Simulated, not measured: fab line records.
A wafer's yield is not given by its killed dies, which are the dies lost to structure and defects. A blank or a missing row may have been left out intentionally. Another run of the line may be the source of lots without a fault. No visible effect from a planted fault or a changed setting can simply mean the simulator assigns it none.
fab line records	flow n5-finfet
record lots=3	wafers=9	last-day=17
route steps=1938 shown BEOL_M4@1099 BEOL_M5@1112 BEOL_M10@1512 BEOL_M15@1830 PASSIVATION@1936
lots that met no fault: from a run of the same line without faults
start-h: the number of hours between the record's first day and the start of the first shown wafer of the lot	wait-h: hours from the lot's prior step to this one	" as in the row above	L1.1+2: one row covering several wafers at once	- no value, or no start given	* or withheld: withheld	< > ~ a bound
route shown NAME@n: NAME is a module with steps in the file, n the number in the route of the first one	usual: the fault-free wafers' mean and standard deviation	same: alike in all rows	chamber/n: place in a boat	sites: each site's reading	_std_site: how widely they spread, as a standard deviation	_edge_site: outer sites' mean less inner sites'	radius-mm: how far each site lies from the wafer's centre	mask NAME#n: copy n	behind: the tool/chamber that last shaped the wafer	hold: why the lot went on hold/how many hours it stayed there/how the hold came to an end	device: the transistor (n, p or np) that didn't switch	end of line: tests run on the same wafers once the route is complete	step lacking rows: just its recipe	killed: dies lost to structure and defects at the first sort, not the wafer's yield	map: the dies of a wafer, with x for killed, . for not killed, _ for no die there
set.NAME: the run value of the setting; set.NAME@STEP: its run value at that earlier step	model.NAME: the simulator's own value behind a step, which no gauge read
lots at some steps of the route; a table a step, a row a wafer
services: when a tool's chamber went out of use (start-h, in hours from the record's first day, below 0 if earlier), for how many hours, and the reason
## steps
# step N5_BEOL_M4_ANNEAL_95
# recipe temp-c=400	time-s=240	ambient=vacuum
# step N5_BEOL_M4_SPUTTER_96
# recipe material=Cu	target-thk-a=45	temp-c=-20	chamber-pressure-pa=0.07	power-w=withheld	time-s=8.29
# step N5_BEOL_M4_ECD_50
# recipe material=Cu	target-thk-a=3000
# step N5_BEOL_M4_ANNEAL_51
# recipe temp-c=225	time-s=90	ambient=N2
# step N5_BEOL_M4_CMP_52
# recipe stop-on=SiOC	t-overpolish-s=6.8	down-force-psi=1	platen-rpm=50	clearing-platen-down-force-psi=1.5	clearing-platen-rpm=50	post-cmp-clean=cu-alkaline	target-thk-nm=40	clearing-platen-pad-velocity-m-s=0.99484	pad-velocity-m-s=0.99484
# step N5_BEOL_M4_PRE_CLEAN_60
# recipe gas=NH3/H2	time-s=15	temp-c=*	rf-power-w=300
# step N5_BEOL_M4_CO_CAP_55
# recipe material=Co	target-thk-a=20	temp-c=200	precursor=CCTBA/H2	pressure-torr=30	time-s=102.1
# step N5_BEOL_M4_PRE_CLEAN_56
# recipe gas=NH3	time-s=15	temp-c=withheld	rf-power-w=300
# step N5_BEOL_M4_DEP_57
# recipe material=SiCN	target-thk-a=80	temp-c=withheld	precursor=3MS/NH3	pressure-torr=3	rf-w=202	time-s=14
# step N5_BEOL_M4_RC_MEAS_101
# usual DIBL_N=36.5/1.9	DIBL_P=36.4/2.4	IOFF_N=0.16/0.037	IOFF_P=0.22/0.045	ION_N=674/13	ION_P=463/8.2	SS_N=71.7/0.67	SS_P=73.3/0.74	VT_N=250/3.8	VT_P=-249/3.7
lot.wafer	tool	chamber	start-h	wait-h	DIBL_N[mV/V]	DIBL_P[mV/V]	IOFF_N[nA/um]	IOFF_P[nA/um]	ION_N[uA/um]	ION_P[uA/um]	SS_N[mV/dec]	SS_P[mV/dec]	VT_N[mV]	VT_P[mV]
L721.1	prober-02	0	207.60	0.0	30.8	31.2	0.09	0.13	653	456	70.0	71.5	256	-255
L721.3	"	0	"	"	34.9	37.1	0.15	0.21	675	461	71.4	73.4	249	-250
L721.5	"	0	"	"	31.6	33.3	0.10	0.15	658	456	70.3	71.6	254	-256
L734.2	prober-01	0	284.89	0.2	38.3	42.2	0.26	0.34	703	478	72.0	74.9	240	-243
L734.3	"	0	"	"	37.5	39.8	0.21	0.29	675	466	72.6	74.4	246	-246
L734.6	"	0	"	"	35.4	37.1	0.17	0.23	695	470	71.8	73.4	249	-246
L736.2	prober-02	0	302.13	0.2	35.6	32.7	0.12	0.14	646	439	71.6	72.4	258	-259
L736.3	"	0	"	"	32.5	29.1	0.08	0.11	633	432	70.3	71.6	258	-262
L736.6	"	0	"	"	36.9	34.0	0.15	0.17	650	445	71.9	72.7	254	-254
# step N5_BEOL_M5_ILD_DEP_00
# recipe material=SiCOH_lowk	target-thk-a=1406.4	temp-c=300	precursor=DEMS/porogen	pressure-torr=5	rf-w=500	time-s=25.9
# step N5_BEOL_M5_CURE_79
# recipe temp-c=385	time-s=240	ambient=He/Ar	material=SiCOH_lowk
# step N5_BEOL_M5_PECVD_70
# recipe material=SiO2	target-thk-a=160	temp-c=400	precursor=TEOS/O2	pressure-torr=5.5	rf-w=450	teos-flow-sccm=53.8	gas=O2	flow-sccm=3000	time-s=18
# step N5_BEOL_M5_HM_DEP_02
# recipe material=TiN	target-thk-a=200	temp-c=25	chamber-pressure-pa=0.49996
# step N5_BEOL_M5_COAT_59
# recipe resist=SOC	temp-c=250	time-s=60	spin-rpm=1500	resist-thk-nm=60
# step N5_BEOL_M5_COAT_60
# recipe resist=SiARC	temp-c=220	time-s=60	spin-rpm=1500	resist-thk-nm=12
# step N5_BEOL_M5_COAT_71
# recipe resist=underlayer	temp-c=205	time-s=60	spin-rpm=1500	resist-thk-nm=5
# step N5_BEOL_M5_COAT_05
# recipe resist=CAR-EUV	spin-rpm=1500	resist-thk-nm=30
# step N5_BEOL_M5_EBR_07
# recipe solvent=PGMEA	ebr-width-mm=1.5
# step N5_BEOL_M5_SOFTBAKE_06
# recipe temp-c=110	time-s=60	resist=CAR-EUV
# step N5_BEOL_M5_EXPOSE_08
# recipe mask-id=M5	na=0.33	source-shape=annular	sigma-inner=0.4	sigma-outer=0.8	polarization=unpolarized	target-cd-nm=28	dose-mj=35.75
# step N5_BEOL_M5_PEB_09
# recipe peb-temp-c=100	peb-time-s=60	resist=CAR-EUV
# step N5_BEOL_M5_DEVELOP_10
# recipe develop-time-s=30	developer=TMAH	resist=CAR-EUV	rinse-liquid=surfactant-rinse	dry=air-spin	dev-temp-c=23
# step N5_BEOL_M5_DESCUM_16
# recipe chemistry=O2	time-s=7	source-power-w=50	bias-power-w=20	pressure-mtorr=20	rf-frequency-hz=2.712e+07	temp-c=40	resist=CAR-EUV	o2-flow-sccm=225
# step N5_BEOL_M5_ETCH_72
# recipe chemistry=N2/H2	target=underlayer	target-depth-a=65	mask-material=CAR-EUV	time-s=5.2	ion-energy-ev=200	pressure-mtorr=30	source-w=840	bias-w=150	n2-flow-sccm=200	h2-flow-sccm=200	ends=cleared
# step N5_BEOL_M5_ETCH_61
# recipe chemistry=CF4	target=SiARC	target-depth-a=156	mask-material=CAR-EUV	time-s=26	ion-energy-ev=80	pressure-mtorr=40	source-w=545	bias-w=36	Ar_flow_sccm=100	cf4-flow-sccm=100	ends=cleared
# step N5_BEOL_M5_ETCH_62
# recipe chemistry=N2/H2	target=SOC	target-depth-a=750	overetch-a=150	mask-material=SiARC	temp-c=40	time-s=112.5	ion-energy-ev=200	pressure-mtorr=30	source-w=840	bias-w=150	n2-flow-sccm=200	h2-flow-sccm=200
# step N5_BEOL_M5_STRIP_63
# recipe chemistry=N2/H2	temp-c=40	n2-flow-sccm=200	h2-flow-sccm=200	rf-frequency-hz=6e+07
# step N5_BEOL_M5_STRIP_73
# recipe chemistry=N2/H2	temp-c=40	n2-flow-sccm=200	h2-flow-sccm=200	rf-frequency-hz=6e+07
# step N5_BEOL_M5_STRIP_64
# recipe chemistry=CF4	resist=SiARC	power-w=300	bias-power-w=75	pressure-mtorr=50	cf4-flow-sccm=150	rf-frequency-hz=6e+07
# step N5_BEOL_M5_HM_OPEN_17
# recipe chemistry=Cl2/BCl3	target-depth-a=200	overetch-a=60	target=TiN	mask-material=SOC	ion-energy-ev=150	pressure-mtorr=10	icp-w=1000	bias-w=126	Cl2_flow_sccm=53.25	bcl3-flow-sccm=21.75	Ar_flow_sccm=25
# step N5_BEOL_M5_STRIP_19
# recipe chemistry=O2	power-w=400	temp-c=40	pressure-mtorr=30	rf-frequency-hz=6e+07	bias-power-w=0	overash-fraction=0.2	o2-flow-sccm=225
# step N5_BEOL_M5_COAT_65
# recipe resist=SOC	temp-c=250	time-s=60	spin-rpm=1500	resist-thk-nm=60
# step N5_BEOL_M5_COAT_66
# recipe resist=SiARC	temp-c=220	time-s=60	spin-rpm=1500	resist-thk-nm=12
# step N5_BEOL_M10_TRENCH_ETCH_37
# recipe chemistry=C4F6/O2	target-depth-a=1488.3	target=SiCOH_lowk	time-s=48	ion-energy-ev=250	pressure-mtorr=30	source-w=345	bias-w=185	Ar_flow_sccm=300	C4F6_flow_sccm=10	O2_flow_sccm=10
# usual drypump-motor-current-A=5.6/0.46	oes_f_703_au=0.78/0.089	oes-product-au=0.78/0.095	rf-fwd-power-W=341.5/1.5	rf-vpp-V=658/14	showerhead-plenum-p-Torr=2.83/0.11	throttle-valve-pct=20.92/0.24
lot.wafer	tool	chamber	start-h	wait-h	drypump-motor-current-A	oes_f_703_au	oes-product-au	rf-fwd-power-W	rf-hours-counter-h	rf-vpp-V	showerhead-plenum-p-Torr	throttle-valve-pct	model.BEOL_M10.feature-depth-nm	model.etch.depth-nm	model.TiN_of_BEOL_M10_HM_DEP_02.thk-nm
L721.1	rie-diel-01	0	259.04	-	5.4	0.82	0.86	341.4	54	658	2.80	21.09	148.4	148.3	16
L721.3	"	1	"	"	5.6	0.73	1.00	341.1	202	657	2.73	21.29	236.2	236.1	13.6
L721.5	"	1	"	"	5.6	0.73	1.00	341.7	-	657	2.73	21.30	237.8	237.8	13.4
L734.2	rie-diel-03	0	328.89	-	4.7	0.93	0.95	340.7	14	679	2.91	21.00	152.6	152.7	15.6
L734.3	"	1	"	"	6.4	0.78	0.77	342.1	117	672	2.99	21.23	148.6	148.7	16
L734.6	"	3	"	"	5.0	0.72	0.69	341.6	-	636	2.82	20.97	145	145	16.2
L736.2	rie-diel-01	2	357.80	-	6.4	0.74	0.74	338.3	180	670	2.72	20.93	149.4	149.4	15.8
L736.3	"	1	"	"	5.6	0.70	0.70	339.7	237	657	2.72	21.22	147.4	147.5	15.6
L736.6	"	1	"	"	5.6	0.70	0.70	341.7	-	657	2.72	21.21	148.6	148.6	15.8
# step N5_BEOL_M10_OCD_MEAS_38
# usual trench-depth-nm=147.4/2.6
lot.wafer	tool	chamber	start-h	wait-h	trench-depth-nm
L721.1	ocd-01	-	259.22	-	148.5
L721.3	"	-	"	"	236.5
L721.5	"	-	"	"	237.9
L734.2	ocd-01	-	329.08	-	152.6
L734.3	"	-	"	"	148.4
L734.6	"	-	"	"	145.3
L736.2	ocd-02	-	357.99	-	149.8
L736.3	"	-	"	"	147.8
L736.6	"	-	"	"	148.8
# step N5_BEOL_M10_CMP_52
# recipe stop-on=SiCOH_lowk	t-overpolish-s=7	down-force-psi=1	platen-rpm=50	clearing-platen-down-force-psi=1.5	clearing-platen-rpm=50	post-cmp-clean=cu-alkaline	target-thk-nm=140	clearing-platen-pad-velocity-m-s=0.99484	pad-velocity-m-s=0.99484
# usual motor-current-A=6.2/0.52	retaining-ring-pressure-frac=1.000/0.0048	slurry-flow-ml-min=150.0/0.43
lot.wafer	tool	chamber	start-h	wait-h	motor-current-A	retaining-ring-pressure-frac	slurry-flow-ml-min	model.Cu_of_BEOL_M10_ECD_50.thk-nm
L721.1	cmp-04	1	261.20	0.3	5.7	0.999	149.6	138.6
L721.3	"	2	"	"	7.0	0.995	150.2	226.2
L721.5	"	1	"	"	5.5	1.000	150.1	228.8
L734.3	cmp-01	3	331.42	0.2	6.4	1.003	150.2	140
L734.2	"	1	"	"	5.9	1.006	150.8	143.6
L734.6	"	0	"	"	5.8	1.004	150.1	135.4
L736.2	cmp-01	1	360.13	0.3	5.9	0.998	150.0	139.2
L736.3	"	3	"	"	6.7	1.002	149.1	138.8
L736.6	"	0	"	"	5.6	0.993	150.5	139.6
# step N5_BEOL_M10_THK_MEAS_53
# recipe thk-meas-gauge=xrf	reads=Cu_of_BEOL_M10_ECD_50
# usual M10_THK=136/3
lot.wafer	tool	chamber	start-h	wait-h	M10_THK[nm]
L721.1	film-metro-01	-	261.49	-	135
L721.3	"	-	"	"	221
L721.5	"	-	"	"	223
L734.2	film-metro-01	-	331.71	-	141
L734.3	"	-	"	"	137
L734.6	"	-	"	"	132
L736.2	film-metro-01	-	360.39	-	136
L736.3	"	-	"	"	135
L736.6	"	-	"	"	136
# step N5_BEOL_M10_RS_MEAS_57
# recipe thk-meas-gauge=four-point-probe	reads=Cu_of_BEOL_M10_ECD_50+Co_of_BEOL_M10_CVD_75+TaN_of_BEOL_M10_ALD_74
# usual M10_RS=0.153/0.0035
lot.wafer	tool	chamber	start-h	wait-h	M10_RS[ohm/sq]
L721.1	film-metro-01	-	261.63	0.1	0.152
L721.3	"	-	"	"	0.090
L721.5	"	-	"	"	0.089
L734.2	film-metro-02	-	331.85	0.1	0.147
L734.3	"	-	"	"	0.150
L734.6	"	-	"	"	0.156
L736.2	film-metro-01	-	360.52	0.1	0.151
L736.3	"	-	"	"	0.152
L736.6	"	-	"	"	0.151
# step N5_BEOL_M15_RC_MEAS_101
# usual COMB_M11=1.47e-11/3e-12	COMB_M12=6.5e-12/1.1e-12	COMB_M13=5.1e-12/1e-12	COMB_M13_max_site=7.1e-12/1.7e-12	COMB_M14=3.9e-12/7.9e-13	COMB_M15=2.7e-12/5.8e-13	COMB_M5=3.6e-11/7.5e-12	COMB_M6=2.5e-11/4.6e-12	COMB_M7=2.6e-11/5.3e-12	COMB_M8=2.6e-11/4.7e-12	COMB_M9=1.49e-11/2.6e-12	SERP_M10=3.12/0.087	SERP_M10_max_site=3.22/0.094	SERP_M11=3.10/0.065	SERP_M12=0.650/0.018	SERP_M13=0.313/0.0052	SERP_M14=0.162/0.0039	SERP_M5=39.3/1.6	SERP_M6=14.2/0.6	SERP_M7=13.9/0.56	SERP_M8=14.0/0.63	SERP_M9=3.08/0.065
lot.wafer	tool	chamber	start-h	wait-h	COMB_M11[S/m]	COMB_M12[S/m]	COMB_M13[S/m]	COMB_M13_max_site[S/m]	COMB_M14[S/m]	COMB_M15[S/m]	COMB_M5[S/m]	COMB_M6[S/m]	COMB_M7[S/m]	COMB_M8[S/m]	COMB_M9[S/m]	SERP_M10[ohm/um]	SERP_M10_max_site[ohm/um]	SERP_M11[ohm/um]	SERP_M12[ohm/um]	SERP_M13[ohm/um]	SERP_M14[ohm/um]	SERP_M5[ohm/um]	SERP_M6[ohm/um]	SERP_M7[ohm/um]	SERP_M8[ohm/um]	SERP_M9[ohm/um]
L721.1	prober-01	0	302.17	0.0	1.29e-11	6.8e-12	6.2e-12	8.6e-12	5e-12	2.4e-12	3.4e-11	1.9e-11	2.7e-11	2.7e-11	1.41e-11	3.01	3.07	3.14	0.652	0.313	0.165	40.2	14.0	13.4	15.2	3.02
L721.3	"	0	"	"	1.73e-11	6.4e-12	4.9e-12	6.2e-12	4.4e-12	2.4e-12	3.4e-11	1.5e-11	2.7e-11	3.1e-11	9.2e-12	1.82	1.84	3.18	0.641	0.311	0.162	41.0	13.7	13.4	14.5	3.12
L721.5	"	0	"	"	1.28e-11	7.7e-12	4.4e-12	5e-12	4.8e-12	2.8e-12	2.3e-11	2.3e-11	3.1e-11	2e-11	1.35e-11	1.78	1.80	3.18	0.662	0.307	0.171	39.8	14.1	13.2	14.9	3.06
L734.2	prober-02	0	367.12	0.2	8e-12	5.7e-12	5.7e-12	6.6e-12	3.6e-12	2.9e-12	2.9e-11	2.6e-11	2.8e-11	2.2e-11	1.6e-11	2.94	3.04	3.18	0.641	0.314	0.167	40.7	13.7	13.1	14.0	3.15
L734.3	"	0	"	"	1.36e-11	6.9e-12	6.3e-12	8.5e-12	4.4e-12	2.4e-12	3e-11	2.4e-11	2e-11	2.9e-11	1.72e-11	3.13	3.18	3.07	0.660	0.310	0.163	38.7	14.5	13.2	14.2	3.11
L734.6	"	0	"	"	1.3e-11	5.1e-12	4.6e-12	7.6e-12	3.8e-12	2.5e-12	3.5e-11	2.1e-11	2.6e-11	2.2e-11	1.77e-11	3.24	3.37	3.08	0.651	0.311	0.161	41.5	14.4	12.5	14.2	3.06
L736.2	prober-02	0	387.69	0.2	1.47e-11	4.9e-12	5.6e-12	6.8e-12	3.4e-12	2.6e-12	2.9e-11	2.5e-11	2.7e-11	2.2e-11	1.7e-11	3.10	3.17	3.06	0.649	0.321	0.159	38.9	14.1	14.5	13.9	3.15
L736.3	"	0	"	"	9.4e-12	5.3e-12	4.6e-12	4.9e-12	2.6e-12	2.9e-12	4.7e-11	2.1e-11	1.8e-11	1.9e-11	1.65e-11	3.05	3.11	3.13	0.652	0.314	0.162	37.8	13.6	14.6	14.6	3.11
L736.6	"	0	"	"	1.15e-11	4.6e-12	4.6e-12	5.4e-12	2.8e-12	3.1e-12	3.2e-11	2e-11	2.8e-11	2.4e-11	1.6e-11	3.09	3.19	3.16	0.624	0.316	0.157	36.9	13.5	13.9	13.9	3.05
# sites SERP_M10 radius-mm=0,75,75,75,75,140,140,140,140
L721.1 2.99 3.06 3.02 3.02 3.07 3.01 2.97 2.99 2.96
L734.2 2.93 2.94 2.93 2.91 2.95 2.99 2.98 2.93 3.04
L736.2 3.08 3.10 3.06 3.13 3.03 3.17 3.13 3.17 3.06
# step N5_PASSIVATION_PROBE_49
# usual defect-limited-yield=91.6/1.4	killed_at_M0_to_M3=34/8.9	killed_at_M4_up=13/5	killed-at-contacts=12/7	killed-at-front-end=38/11	killed-at-other=3.2/2.9	killed-dies=99/16	killed-on-rim=13/4	killed-open=65/13	killed-short=32/7.6	sort_bin_5_function=5.0/0.9	sort_bin_6_memory=3.1/0.65	sort_bin_8_speed=0.0/0.4	sort-n-pass=1081/16	sort-yield-pct=91.6/1.4
# same gross-dies=1180	killed-at-back-side=0	sort_bin_4_leakage[%]=0
lot.wafer	tool	chamber	start-h	wait-h	defect-limited-yield[%]	killed_at_M0_to_M3	killed_at_M4_up	killed-at-contacts	killed-at-front-end	killed-at-other	killed-dies	killed-on-rim	killed-open	killed-short	sort_bin_5_function[%]	sort_bin_6_memory[%]	sort_bin_8_speed[%]	sort-n-pass	sort-yield-pct[%]
L721.1	prober-01	-	315.23	0.0	91.0	28	16	12	47	3	106	16	71	33	4.7	4.0	0	1074	91.0
L721.3	prober-01	-	315.33	0.1	82.3	41	122	7	37	2	209	27	66	34	4.4	3.8	0	971	82.3
L721.5	prober-01	-	315.43	0.2	70.3	47	225	8	69	1	350	96	87	56	6.9	5.0	0	830	70.3
L734.2	prober-01	-	381.41	0.1	92.0	22	21	13	36	2	94	13	62	31	4.7	3.1	0	1086	92.0
L734.3	prober-01	-	381.46	0.1	93.4	25	13	2	32	6	78	10	52	25	3.7	2.8	0	1102	93.4
L734.6	prober-01	-	381.61	0.3	92.5	23	15	15	35	1	89	13	54	33	4.7	2.5	0	1091	92.5
L736.2	prober-02	-	401.00	0.1	94.5	24	10	4	25	2	65	8	39	23	3.4	1.9	0.2	1113	94.3
L736.3	prober-02	-	401.05	0.1	93.6	25	9	11	28	2	75	9	47	27	3.5	2.6	4.8	1048	88.8
L736.6	prober-02	-	401.20	0.3	92.4	28	16	16	28	2	90	15	67	22	4.4	2.9	0.1	1089	92.3
# killed by level:class
L721.1 FIN_SAQP:geometric-particle:open=14 FIN_SAQP:geometric-particle:short=12 MOL_CONTACT_COAG:geometric-particle:open=10 BEOL_M0_SAQP:geometric-particle:open=10 STI_FIN_REVEAL:geometric-particle:open=9 BEOL_M2:geometric-particle:open=7 BEOL_M0_SAQP:geometric-particle:short=6 BEOL_M4:geometric-particle:open=5
L721.3 BEOL_M10:area-etch=108 BEOL_M0_SAQP:geometric-particle:open=16 FIN_SAQP:geometric-particle:short=12 BEOL_M2:geometric-particle:open=9 BEOL_M0_SAQP:geometric-particle:short=7 MOL_CONTACT_COAG:geometric-particle:open=6 GATE_CUT:geometric-particle:short=5 FIN_SAQP:geometric-particle:open=5
L721.5 BEOL_M10:area-etch=207 FIN_SAQP:geometric-particle:short=21 FIN_SAQP:geometric-particle:open=20 BEOL_M0_SAQP:geometric-particle:short=18 BEOL_M0_SAQP:geometric-particle:open=13 STI_FIN_REVEAL:geometric-particle:open=9 BEOL_M4:geometric-particle:open=9 BEOL_M2:geometric-particle:open=7
L734.2 FIN_SAQP:geometric-particle:open=15 MOL_CONTACT_COAG:geometric-particle:open=11 FIN_SAQP:geometric-particle:short=10 BEOL_M2:geometric-particle:open=8 BEOL_M5:geometric-particle:open=8 BEOL_M4:geometric-particle:short=5 BEOL_M0_SAQP:geometric-particle:short=4 BEOL_M1:geometric-particle:open=4
L734.3 BEOL_M2:geometric-particle:open=7 FIN_SAQP:geometric-particle:open=6 GATE_CUT:geometric-particle:short=6 BEOL_M3:geometric-particle:open=5 BEOL_M4:geometric-particle:open=5 BEOL_M4:geometric-particle:short=5 STARTING-WAFER:geometric-particle:open=5 DUMMY_GATE:geometric-particle:open=4
L734.6 MOL_CONTACT_COAG:geometric-particle:open=8 MOL_CONTACT_COAG:geometric-particle:short=7 STI_FIN_REVEAL:geometric-particle:open=6 BEOL_M4:geometric-particle:open=6 FIN_SAQP:geometric-particle:short=5 GATE_CUT:geometric-particle:short=5 BEOL_M0_SAQP:geometric-particle:open=5 STI_FIN_REVEAL:geometric-particle:short=4
L736.2 BEOL_M3:geometric-particle:open=8 STI_FIN_REVEAL:geometric-particle:open=7 BEOL_M1:geometric-particle:open=5 FIN_SAQP:geometric-particle:short=4 BEOL_M3:geometric-particle:short=4 STARTING-WAFER:geometric-particle:short=4 MOL_CONTACT_COAG:geometric-particle:open=3 BEOL_M4:geometric-particle:open=3
L736.3 MOL_CONTACT_COAG:geometric-particle:open=10 FIN_SAQP:geometric-particle:short=8 BEOL_M4:geometric-particle:open=7 BEOL_M3:geometric-particle:short=5 STARTING-WAFER:geometric-particle:open=5 STI_FIN_REVEAL:geometric-particle:open=4 GATE_CUT:geometric-particle:short=4 BEOL_M3:geometric-particle:open=4
L736.6 MOL_CONTACT_COAG:geometric-particle:open=16 BEOL_M3:geometric-particle:open=10 BEOL_M4:geometric-particle:open=8 STI_FIN_REVEAL:geometric-particle:open=7 BEOL_M3:geometric-particle:short=7 DUMMY_GATE:geometric-particle:open=4 BEOL_M1:geometric-particle:open=4 FIN_SAQP:geometric-particle:open=3
# map L721.5 (x killed, . not)
_________________.x.x...xxxx.________________
______________x...x.x..xxxxx.xxx_____________
___________xxx.xxxx...xxx..xx.xx.x.__________
__________xxxxx..xx..x....x..x...x.._________
________x.x.xx...x......x.........xx.._______
_______x..xxx.x.xx...x..x...x.....x.x..______
______xx.x....x.xx.....x...x..x.x....xxx_____
_____xx...x.................xx...x.......____
____.xxxxx.x.....x.x...x...x.x........x..x___
___xxx.xxx.........x........x...........x.x__
___xxx...x..x.xx................x.....x...x__
__xxxx..x.....x........x..x.....x......x.xx._
__x.xxx........x...x........................_
_x.x..x..........x....x.........xx....x....xx
_.x..x........x.......x...................x.x
_..x..x.xx....x..xx.....x...........x.....x.x
_xx..x...x...x......................x.x.x.xxx
_xx.x..xx........x................x....xx..x.
_xxx.x......x.................x..x...x.x.x.xx
_x.x...x....x.........x.x.........x..xx...x.x
_xx..x..........x....x..x.x...x.........xx.xx
__..x..........x..........x.............xx.x_
__xx.x.x..x...........x.x.x....x..x...x.xxxx_
___.xx..............xx.............x...xxx.__
___..x.x.x.x.......x......x.......x.xx.x..x__
____x.x.x.x...x..x....x.........x...xx..xx___
_____xx...x.....x......x......x....x...x.____
______xxxx..........x......x...xxx......_____
_______.x...xxx.x....xxx..x.....x..x..x______
________xx..x.x...x....x.........x..xx_______
__________x.x..x.x.x.x......xx......_________
___________x.x..x.xxx.xxxx..x.xx..x__________
______________xx.xxxxx....x.xxxx_____________
_________________xxxxxxxx.x.x________________
# map L736.6 (x killed, . not)
_________________.......x....________________
______________....x..x......x..._____________
___________x........x...x........x.__________
__________........x...............x._________
________................x.x..........._______
_______...........xx...xx..............______
______..................x..............._____
_____...........x.......x........x.......____
____........................x.............___
___...x....................................__
___.............x......x...................__
__..x...x..................................._
__...x....xx.......x..................x....x_
_x..........x.......x........................
_...............................x............
_.....................xx.........x....x......
_......x.......x.xx.............x......x...x.
_......................x..........x..........
_......x...............x...................x.
_x.....x.....x.......x...x...................
_................................x.....x.....
__.............................xx..........._
__.........x....................x.........x._
___........................................__
___..........x.......xx..x........x........__
____...x........x...x.....................___
_____.x.........xx...x............x.x....____
______...............x.................._____
_______....x..........................x______
________...........x......x.....x....._______
__________...............xx........._________
___________.....................x..__________
______________.x.x.............._____________
_________________...........x________________
## services
tool	chamber	start-h	hours	kind
rie-diel-03	3	253.29	1.7	repair
rie-diel-01	0	254.88	2.5	repair
rie-diel-03	0	273.64	-	clean
rie-diel-03	0	273.64	-	consumable-replace:focus-ring
rie-diel-03	0	273.64	16.8	scheduled-down
rie-diel-03	0	273.64	16.8	vent-cycle
cmp-01	-	279.26	4.0	pm
cmp-01	-	283.26	-	consumable-replace:conditioner
cmp-01	-	283.26	-	consumable-replace:pad
rie-diel-03	2	290.46	-	clean
rie-diel-03	2	290.46	-	consumable-replace:focus-ring
rie-diel-03	2	290.46	17.8	scheduled-down
rie-diel-03	2	290.46	17.8	vent-cycle
cmp-01	-	320.96	1.3	repair
rie-diel-01	3	327.46	48.3	repair
cmp-01	-	339.12	8.4	pm
rie-diel-03	3	357.48	-	clean
rie-diel-03	3	357.48	-	consumable-replace:focus-ring
rie-diel-03	3	357.48	17.5	scheduled-down
rie-diel-03	3	357.48	17.5	vent-cycle
## key
first-sign step=N5_BEOL_M10_OCD_MEAS_38	reading=trench-depth-nm	direction=up	sigmas=34	usual=147.4	struck=237.2
effect step=N5_BEOL_M10_THK_MEAS_53	reading=M10_THK	direction=up	sigmas=28	usual=136	struck=222
effect step=N5_BEOL_M10_RS_MEAS_57	reading=M10_RS	direction=down	sigmas=18	usual=0.153	struck=0.089
effect step=N5_BEOL_M15_RC_MEAS_101	reading=SERP_M10	direction=down	sigmas=15	usual=3.12	struck=1.80
effect step=N5_PASSIVATION_PROBE_49	reading=killed_at_M4_up	direction=up	sigmas=32	usual=13	struck=174
model-effect step=N5_BEOL_M10_TRENCH_ETCH_37	value=BEOL_M10.feature-depth-nm	without=148.7	struck=237
model-effect step=N5_BEOL_M10_CMP_52	value=Cu_of_BEOL_M10_ECD_50.thk-nm	without=139.2	struck=227.5
more-kills-born-at N5_BEOL_M10_TRENCH_ETCH_37@rie-diel-01=315
met-at N5_BEOL_M10_TRENCH_ETCH_37
struck-wafers L721.3,L721.5
fault kind=process-parameter-drift	tool=rie-diel-01	chamber=-	onset-h=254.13	steps=N5_BEOL_M10_TRENCH_ETCH_37	channel=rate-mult	offset=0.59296	shape=step	end-h=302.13	scope=struck-wafers-only
